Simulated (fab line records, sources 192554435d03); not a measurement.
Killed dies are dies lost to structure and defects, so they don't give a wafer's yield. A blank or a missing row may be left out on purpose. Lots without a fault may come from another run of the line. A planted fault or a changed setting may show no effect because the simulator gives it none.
Which tool did it? | flow n5_finfet | 10 lots, 30 wafers sampled, at 1 step of a route of 1938

WHAT THE GAUGES READ, wafer by wafer
N5_BEOL_M5_CD_MEAS_28: target cd 30.6 nm, target cd y 20 nm.
lot  | measured     | on        | cd_nm (nm)
L254 | day 8 05:58  | cd_sem-03 | 30.58 30.91 30.52
L256 | day 8 17:06  | cd_sem-02 | 30.11 30.52 30.28
L257 | day 8 22:06  | cd_sem-01 | 30.34 30.29 30.62
L258 | day 9 04:30  | cd_sem-03 | 30.78 30.60 30.92
L259 | day 9 13:55  | cd_sem-01 | 30.84 30.59 30.56
L266 | day 12 02:31 | cd_sem-02 | 31.15 30.84 30.51
L274 | day 13 13:47 | cd_sem-03 | 30.86 30.88 30.62
L270 | day 13 19:01 | cd_sem-03 | 30.68 30.66 30.68
L273 | day 14 03:46 | cd_sem-01 | 30.58 30.59 30.86
L275 | day 14 10:29 | cd_sem-01 | 30.89 31.25 30.95

WHICH TOOL RAN EACH LOT (tool, then ch and the chambers of the sampled wafers, then the start)
The record holds no process step before these readings.

THE ANSWER, worked out from the rows above alone
Rule: what is usual is taken from the lots themselves. Put in order of their means at a reading, lots are off if they are a third of the lots or fewer, leave a main group of 4 or more, and stand apart from it by a gap of 3 or more times the standard deviation of the main group's means; of several such gaps the widest counts. A main group whose means are all the same, to the digits that the tables above print for the reading, isn't used. A lot without any number at a reading at which 4 lots or more have one is off too. The other lots that the step has rows for count as sound.
No lot is off at any reading shown: from this, nothing can be told.

WHAT THE SIMULATOR HAD PUT IN
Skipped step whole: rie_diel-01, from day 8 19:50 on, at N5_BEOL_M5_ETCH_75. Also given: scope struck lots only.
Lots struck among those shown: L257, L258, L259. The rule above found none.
